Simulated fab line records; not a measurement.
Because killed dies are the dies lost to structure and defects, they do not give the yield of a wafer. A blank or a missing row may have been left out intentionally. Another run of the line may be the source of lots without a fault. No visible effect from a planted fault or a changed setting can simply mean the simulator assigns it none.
Problem report, 8D (eight disciplines) form, completed by code || flow nandHarc || the parts of the form that need people (team, actions taken, sign-off) are left out

1. WHAT IS WRONG
Mean of overpolishRunS at NHARC_A_BLC_CMP_25: 19.202 s across 3 wafers in 2 lots; on wafers with no fault it is 29.999 s (standard deviation 0.0085). That is -99 or more standard deviations from the usual mean.
The step: polishes, t overpolish 30 s, target thk 150 nm.
Earliest sighting: wafer L979.5 on cmp-01 at day 27 20:02. The record has a number at this step for 33 wafers belonging to 11 lots. Rule for "out", or "out of limits": more than 4 standard deviations from the usual mean. The rest of the wafers with a number are treated as sound.

2. WHAT IT IS; WHAT IT IS NOT
{"question": "which readings at this step", "is": "overpolishRunS, timeToEndpointS", "is not": "motorCurrentA, slurryFilterDpKPa"}
{"question": "which lots", "is": "L979, L984", "is not": "L969, L970, L974, L977, L981, L982, L988, L989, L991"}
{"question": "which wafers of those lots", "is": "L979.5, L984.3, L984.5", "is not": "L979.4, L979.6, L984.6"}
{"question": "read on which tools", "is": "cmp-01", "is not": "cmp-02, cmp-04"}
{"question": "when", "is": "from day 27 20:02", "is not": "up to then (17 sound wafers); but 13 sound wafers of L982, L984, L988, L989, L991 came after"}

3. SUSPECTS, AND WHAT RULES EACH OUT
Counting: a tool at a process step up to the reading stays a suspect if it ran every lot that is out. Sound lots after the first of them don't rule it out here, since some wafers of a struck lot are sound.
- cmp-01 at NHARC_A_BLC_CMP_25 (polishes, t overpolish 30 s, target thk 150 nm): kept. Every lot that is out went through it, the first being L979 (day 27 20:02); the last sound lot it ran before that was L981 (day 27 18:22). Its own readings are out on those wafers: overpolishRunS, timeToEndpointS.
- Within cmp-01 at NHARC_A_BLC_CMP_25: the wafers that are out ran in chambers 0, 2; their sound lot-mates ran in chamber 3.
Remaining after the count: cmp-01 at NHARC_A_BLC_CMP_25.

4. THE CAUSE (what the simulator had put in)
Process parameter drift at NHARC_A_BLC_CMP_25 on cmp-01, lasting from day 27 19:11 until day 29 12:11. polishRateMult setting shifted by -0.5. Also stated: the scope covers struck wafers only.
Only this tool survived the counting.

5. THE CHAIN OF EFFECTS, in route order
Each row: a reading whose mean over the struck wafers that have a number lies more than 3 standard deviations from the usual. Scope: only readings with a usual standard deviation given in the record; hours: median across lots of the time from each lot's start at the first step in this table that gives one to its start at this step; sigmas: change in usual standard deviations.
{"hours": 0, "step": "NHARC_A_BLC_CMP_25", "reading": "overpolishRunS", "usual": "29.999 s", "on struck wafers": 19.202, "change": -10.797, "sigmas": "-99 or more"}
{"hours": 0, "step": "NHARC_A_BLC_CMP_25", "reading": "timeToEndpointS", "usual": "29.6 s", "on struck wafers": 58.5, "change": "+28.9", "sigmas": "+14"}
It contains these process steps:
- NHARC_A_BLC_CMP_25: polishes, t overpolish 30 s, target thk 150 nm.
At these later measuring or inspecting steps, every struck wafer for which the step has a row has a number for every such reading, and none has moved that far: NHARC_END_SORT_01.

6. HOW IT WOULD HAVE BEEN CAUGHT EARLIER
In this record the first reading out of limits was taken at day 27 20:02, 1 hour after the fault began at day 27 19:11.
